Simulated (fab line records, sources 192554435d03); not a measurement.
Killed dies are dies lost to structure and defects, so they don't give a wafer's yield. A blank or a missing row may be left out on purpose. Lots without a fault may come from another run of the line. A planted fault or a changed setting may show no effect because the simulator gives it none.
Which tool did it? | flow n5_finfet | 10 lots, 29 wafers sampled, at 5 steps of a route of 1938

WHAT THE GAUGES READ, wafer by wafer
N5_BEOL_M4_RC_MEAS_101. Usual: DIBL_N 36.0 mV/V, standard deviation 1.6; DIBL_P 36.1 mV/V, standard deviation 2; IOFF_N 0.160 nA/um, standard deviation 0.029; IOFF_P 0.21 nA/um, standard deviation 0.039; ION_N 675 uA/um, standard deviation 13; ION_P 464 uA/um, standard deviation 8.8; SS_N 71.5 mV/dec, standard deviation 0.58; SS_P 73.3 mV/dec, standard deviation 0.65; VT_N 250 mV, standard deviation 3.3; VT_P -249 mV, standard deviation 3.6.
lot  | measured     | on        | DIBL_N (mV/V)  | DIBL_P (mV/V)  | IOFF_N (nA/um)    | IOFF_P (nA/um) | ION_N (uA/um) | ION_P (uA/um) | SS_N (mV/dec)  | SS_P (mV/dec)  | VT_N (mV)   | VT_P (mV)      | flag
L117 | day 7 20:04  | prober-02 | 37.4 35.6 36.4 | 36.9 34.9 33.6 | 0.164 0.128 0.141 | 0.21 0.19 0.17 | 676 659 662   | 456 454 449   | 72.0 71.5 71.6 | 73.4 73.0 72.7 | 247 251 254 | -252 -253 -255 |
L118 | day 8 01:37  | prober-01 | 37.5 36.0      | 36.4 34.5      | 0.174 0.149       | 0.24 0.21      | 666 667       | 460 460       | 71.8 71.1      | 74.0 72.7      | 251 251     | -248 -250      |
L119 | day 8 07:10  | prober-01 | 34.1 36.9 33.7 | 34.5 37.5 33.5 | 0.128 0.173 0.118 | 0.17 0.22 0.15 | 666 693 665   | 456 473 452   | 72.0 71.0 71.2 | 72.5 73.4 72.2 | 252 248 255 | -252 -248 -255 |
L120 | day 8 18:49  | prober-02 | 34.2 36.3 33.9 | 34.1 36.7 33.6 | 0.121 0.150 0.110 | 0.15 0.18 0.14 | 653 673 649   | 451 456 448   | 71.7 72.6 71.4 | 72.7 74.0 72.3 | 254 252 255 | -259 -255 -259 |
L123 | day 9 12:30  | prober-01 | 36.7 35.7 34.9 | 38.2 37.7 35.4 | 0.177 0.172 0.150 | 0.22 0.22 0.18 | 677 671 657   | 454 461 447   | 70.9 71.7 71.5 | 74.5 73.8 73.5 | 250 249 252 | -250 -252 -254 |
L122 | day 9 12:39  | prober-02 | 38.0 36.7 37.5 | 36.8 35.3 37.1 | 0.166 0.154 0.152 | 0.23 0.22 0.23 | 681 677 670   | 471 465 465   | 71.6 70.8 72.2 | 73.6 73.0 73.3 | 250 250 252 | -248 -249 -247 |
L126 | day 10 04:10 | prober-02 | 35.8 37.9 38.2 | 35.5 37.8 37.7 | 0.150 0.186 0.192 | 0.20 0.24 0.24 | 677 688 688   | 467 472 466   | 71.9 72.2 71.8 | 73.4 73.6 73.8 | 249 245 245 | -253 -248 -248 |
L133 | day 12 03:53 | prober-02 | 34.5 35.9 35.9 | 34.8 37.2 36.8 | 0.138 0.166 0.171 | 0.19 0.25 0.23 | 657 673 682   | 455 467 470   | 71.2 71.7 71.7 | 72.6 73.0 73.5 | 252 249 246 | -250 -246 -249 |
L135 | day 12 22:20 | prober-02 | 37.0 38.7 38.2 | 37.9 39.9 40.1 | 0.177 0.218 0.195 | 0.24 0.30 0.29 | 694 711 689   | 478 482 480   | 72.3 72.2 72.1 | 73.2 74.3 73.8 | 245 244 244 | -245 -244 -244 |
L138 | day 13 06:37 | prober-02 | 31.8 32.8 35.6 | 33.0 34.9 37.3 | 0.115 0.123 0.171 | 0.18 0.21 0.24 | 667 663 681   | 461 468 471   | 70.8 71.1 71.3 | 72.4 73.2 73.8 | 256 254 249 | -250 -246 -247 |

WHICH TOOL RAN EACH LOT (tool, then ch and the chambers of the sampled wafers, then the start)
lot  | N5_BEOL_M2_VIA_ETCH_34             | N5_BEOL_M2_PRE_CLEAN_45      | N5_BEOL_M2_CVD_47                | N5_BEOL_M2_SPUTTER_81
L117 | rie_diel-06 ch 0,2, day 6 17:43    | pvd_sputter-01, day 6 18:16  | cvd_co-01 ch 0,1,2, day 6 18:57  | pvd_sputter-01, day 6 19:38
L118 | rie_diel-04 ch 3, day 6 23:47      | pvd_sputter-01, day 7 00:45  | cvd_co-01 ch 1,2, day 7 01:41    | pvd_sputter-03, day 7 02:23
L119 | rie_diel-06 ch 2,3, day 7 09:34    | pvd_sputter-01, day 7 10:17  | cvd_co-02 ch 0,1,2, day 7 11:03  | pvd_sputter-01, day 7 11:41
L120 | rie_diel-04 ch 0,2,3, day 7 14:46  | pvd_sputter-01, day 7 15:29  | cvd_co-01 ch 0,2, day 7 15:50    | pvd_sputter-01, day 7 16:31
L123 | rie_diel-03 ch 1,2,3, day 8 06:54  | pvd_sputter-02, day 8 07:56  | cvd_co-01 ch 1,2, day 8 08:44    | pvd_sputter-03, day 8 09:20
L122 | rie_diel-04 ch 0,1,2, day 8 07:04  | pvd_sputter-03, day 8 08:04  | cvd_co-01 ch 0,2, day 8 08:35    | pvd_sputter-01, day 8 09:16
L126 | rie_diel-04 ch 0,1, day 8 23:13    | pvd_sputter-02, day 8 23:58  | cvd_co-02 ch 0,1, day 9 00:35    | pvd_sputter-03, day 9 01:13
L133 | rie_diel-04 ch 1,2,3, day 10 19:20 | pvd_sputter-01, day 10 20:41 | cvd_co-01 ch 0,1,2, day 10 21:11 | pvd_sputter-03, day 10 21:49
L135 | rie_diel-06 ch 0,1,3, day 11 20:11 | pvd_sputter-01, day 11 21:04 | cvd_co-01 ch 1,2, day 11 21:29   | pvd_sputter-02, day 11 22:14
L138 | rie_diel-04 ch 2,3, day 12 07:42   | pvd_sputter-03, day 12 08:28 | cvd_co-02 ch 0,1, day 12 08:49   | pvd_sputter-01, day 12 09:26
- N5_BEOL_M2_VIA_ETCH_34: etches the open film in C4F6/O2, target depth 69.4 nm, time 65.9 s.
- N5_BEOL_M2_PRE_CLEAN_45: time 30 s.
- N5_BEOL_M2_CVD_47: deposits Co from CCTBA/H2, target thk 3 nm, time 223.8 s.
- N5_BEOL_M2_SPUTTER_81: material Cu, target thk 4.5 nm, time 8.29 s.

WHAT THE TOOLS THEMSELVES READ (means of the sampled wafers that have a number; where no wafer has one, the mark that the record gives instead)
N5_BEOL_M2_VIA_ETCH_34. Usual: drypump_motor_current_A 5.7 A, standard deviation 0.6; oes_product_au 0.81 a.u., standard deviation 0.084; rf_vpp_V 660 V, standard deviation 12; showerhead_plenum_p_Torr 2.79 Torr, standard deviation 0.089; throttle_valve_pct 30.85 %, standard deviation 0.28.
lot  | tool        | drypump_motor_current_A (A) | oes_product_au (a.u.) | rf_vpp_V (V) | showerhead_plenum_p_Torr (Torr) | throttle_valve_pct (%) | flag
L117 | rie_diel-06 | 5.3                         | 0.76                  | 658          | 2.74                            | 31.07                  |
L118 | rie_diel-04 | 5.7                         | 0.88                  | 656          | 2.79                            | 31.05                  |
L119 | rie_diel-06 | 6.3                         | 0.90                  | 656          | 2.76                            | 30.78                  |
L120 | rie_diel-04 | 5.7                         | 0.78                  | 655          | 2.78                            | 30.95                  |
L123 | rie_diel-03 | 6.0                         | 0.84                  | 669          | 2.84                            | 30.61                  |
L122 | rie_diel-04 | 5.8                         | 0.77                  | 654          | 2.77                            | 30.75                  |
L126 | rie_diel-04 | 5.9                         | 0.82                  | 654          | 2.75                            | 30.55                  |
L133 | rie_diel-04 | 5.9                         | 0.79                  | 652          | 2.78                            | 30.88                  |
L135 | rie_diel-06 | 5.6                         | 0.83                  | 666          | 2.76                            | 30.88                  |
L138 | rie_diel-04 | 5.7                         | 0.87                  | 654          | 2.78                            | 30.97                  |

N5_BEOL_M2_PRE_CLEAN_45. Usual: heater_power_w 329 W, standard deviation 40.
lot  | tool           | heater_power_w (W) | flag
L117 | pvd_sputter-01 | 333                |
L118 | pvd_sputter-01 | 354                |
L119 | pvd_sputter-01 | 322                |
L120 | pvd_sputter-01 | 314                |
L123 | pvd_sputter-02 | 344                |
L122 | pvd_sputter-03 | 358                |
L126 | pvd_sputter-02 | 345                |
L133 | pvd_sputter-01 | 332                |
L135 | pvd_sputter-01 | 368                |
L138 | pvd_sputter-03 | 346                |

N5_BEOL_M2_CVD_47. Usual: run_length_s 246.8 s, standard deviation 0.42.
lot  | tool      | run_length_s (s) | flag
L117 | cvd_co-01 | 246.8            |
L118 | cvd_co-01 | 247.1            |
L119 | cvd_co-02 | 246.8            |
L120 | cvd_co-01 | 247.0            |
L123 | cvd_co-01 | 246.9            |
L122 | cvd_co-01 | 246.8            |
L126 | cvd_co-02 | 247.1            |
L133 | cvd_co-01 | 364.4            | OFF
L135 | cvd_co-01 | 364.6            | OFF
L138 | cvd_co-02 | 246.8            |

N5_BEOL_M2_SPUTTER_81. Usual: substrate_temp_c -20.01 C, standard deviation 0.11; throttle_valve_pct 30.2 %, standard deviation 0.65.
lot  | tool           | substrate_temp_c (C) | throttle_valve_pct (%) | flag
L117 | pvd_sputter-01 | -20.01               | 30.1                   |
L118 | pvd_sputter-03 | -20.02               | 29.9                   |
L119 | pvd_sputter-01 | -20.03               | 29.6                   |
L120 | pvd_sputter-01 | -19.96               | 29.9                   |
L123 | pvd_sputter-03 | -20.21               | 30.3                   |
L122 | pvd_sputter-01 | -20.02               | 30.3                   |
L126 | pvd_sputter-03 | -19.92               | 29.5                   |
L133 | pvd_sputter-03 | -19.94               | 30.4                   |
L135 | pvd_sputter-02 | -19.95               | 30.3                   |
L138 | pvd_sputter-01 | -20.05               | 30.2                   |

THE ANSWER, worked out from the rows above alone
Rule: a lot is off if the mean of its wafers that have a number lies more than 3 standard deviations from the usual mean. A lot without any number at a reading at which 4 lots or more have one is off too. The other lots that the step has rows for count as sound. The gauges are gone through in route order, then the tools' own readings, and for those a lot's mean is taken as printed above. The first step at which some lot is off is used, and at that step the reading that is off furthest; a lot without a number counts as furthest.
Off: L133, L135, at N5_BEOL_M2_CVD_47 (run_length_s).
A tool fits if, at that step or a process step before it, it ran every lot that is off, and no sound lot after the first of them. Can't be told from this: 2 tools fit, pvd_sputter-01 at N5_BEOL_M2_PRE_CLEAN_45, cvd_co-01 at N5_BEOL_M2_CVD_47.

WHAT THE SIMULATOR HAD PUT IN
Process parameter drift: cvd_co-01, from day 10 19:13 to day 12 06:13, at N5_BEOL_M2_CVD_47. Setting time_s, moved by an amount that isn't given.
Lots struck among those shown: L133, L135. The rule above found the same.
